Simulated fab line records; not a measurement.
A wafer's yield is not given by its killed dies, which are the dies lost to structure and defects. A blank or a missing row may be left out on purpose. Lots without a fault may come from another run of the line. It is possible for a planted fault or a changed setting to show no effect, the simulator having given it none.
Struck lot and sound lot, side by side | flow n5 finfet | 18 steps out of a route of 1938
Sound: these wafers, L159.3, L159.4, L159.6. Struck: wafer L170.6. (L170.1 of the same lot was not struck and is left out.) The cause comes at the end.
At each step with rows: each side's tool, then ch and its chambers, then its first start. Under that, the readings that differ: sound wafers | struck wafers | difference of the means | sigmas: that difference in standard deviations of wafers without a fault.
alike: words and numbers the same on both sides, and readings whose means are apart by under 2 such deviations; not compared: readings that were withheld, readings missing a value for some wafer, numbers with overlapping values and no deviation given by the record, and bounds like >300 which may hide the same value.
Wherever a step has rows on one side only, a row that says differs or no value, or a row with sigmas, the two part there. Non-overlapping numbers with no deviation appear without sigmas and do not part them. A reading missing from all wafers of one side parts the sides only when that side holds two or more wafers.

N5_BEOL_M2_ANNEAL_82: time 240 s.
  sound on pvd sputter-03, day 9 07:42; struck on pvd sputter-01, day 12 00:14
  reading              | sound             | struck | difference | sigmas
  susceptor_temp_C_max | 401.3 401.3 401.8 | 400.4  | -1.1       | -2
  alike: heater power w
then, 1 step without rows for these wafers: N5_BEOL_M2_SPUTTER_86 (material Cu, target thk 4.5 nm, time 8.29 s).
N5_BEOL_M2_ANNEAL_87: time 240 s.
  sound on pvd sputter-03, day 9 07:55; struck on pvd sputter-01, day 12 00:27
  alike: heater power w, susceptor_temp_C_max
then, 2 steps without rows for these wafers: N5_BEOL_M2_SPUTTER_88 (material Cu, target thk 4.5 nm, time 8.29 s); N5_BEOL_M2_ANNEAL_89 (time 240 s).
N5_BEOL_M2_SPUTTER_90: material Cu, target thk 4.5 nm, time 8.29 s.
  sound on pvd sputter-03, day 9 08:17; struck on pvd sputter-01, day 12 00:49
  reading                    | sound          | struck | difference | sigmas
  chuck gas flow sccm (sccm) | 1.26 1.32 1.32 | 1.18   | -0.12      | -2
  alike: chuck sensor temp C, throttle valve pct
N5_BEOL_M2_ANNEAL_91: time 240 s.
  sound on pvd sputter-03, day 9 08:22; struck on pvd sputter-01, day 12 00:53
  alike: heater power w, susceptor_temp_C_max
then, 1 step without rows for these wafers: N5_BEOL_M2_SPUTTER_92 (material Cu, target thk 4.5 nm, time 8.29 s).
N5_BEOL_M2_ANNEAL_93: time 240 s.
  sound on pvd sputter-03, day 9 08:35; struck on pvd sputter-01, day 12 01:07
  alike: heater power w, susceptor_temp_C_max
then, 3 steps without rows for these wafers: N5_BEOL_M2_SPUTTER_94 (material Cu, target thk 4.5 nm, time 8.29 s); N5_BEOL_M2_ANNEAL_95 (time 240 s); N5_BEOL_M2_SPUTTER_96 (material Cu, target thk 4.5 nm, time 8.29 s).
N5_BEOL_M2_ECD_50: material Cu, target thk 300 nm.
  sound on ecd cu-02 ch 0,1, day 9 09:05; struck on ecd cu-01 ch 1, day 12 01:35
  reading                                | sound       | struck | difference | sigmas
  model.Cu_of_BEOL_M2_ECD_50.thk nm (nm) | 306 299 300 | 446.6  | +144.9     |
then, 1 step without rows for these wafers: N5_BEOL_M2_ANNEAL_51 (time 90 s).
N5_BEOL_M2_CMP_52: polishes, stops on SiOC, t overpolish 6.8 s, target thk 40 nm.
  sound on cmp-03 ch 0,1, day 9 09:58; struck on cmp-02 ch 2, day 12 02:02
  reading                | sound    | struck | difference | sigmas
  time to endpoint s (s) | 61 64 59 | 92     | +31        | +7
  alike: motor current A
N5_BEOL_M2_THK_MEAS_53: measures by xrf.
  sound on film metro-02, day 9 10:16; struck on film metro-02, day 12 02:16
  reading     | sound          | struck | difference | sigmas
  M2_THK (nm) | 38.8 42.7 40.3 | 36.1   | -4.5       | -2
N5_BEOL_M4_RC_MEAS_101:
  sound on prober-02 ch 0, day 10 05:22; struck on prober-01 ch 0, day 13 02:29
  alike: DIBL_N, DIBL_P, IOFF_N, IOFF_P, ION_N, ION_P, SS_N, SS_P, VT_N, VT_P
after that, 1 step had no rows for these wafers: N5_PASSIVATION_PROBE_49.

## WHERE THEY PART
At N5_BEOL_M2_ANNEAL_82 first; at N5_BEOL_M2_THK_MEAS_53 last (within this record only). Later steps at which nothing parts them and some readings are alike: N5_BEOL_M4_RC_MEAS_101.

WHY: the cause the simulator had injected
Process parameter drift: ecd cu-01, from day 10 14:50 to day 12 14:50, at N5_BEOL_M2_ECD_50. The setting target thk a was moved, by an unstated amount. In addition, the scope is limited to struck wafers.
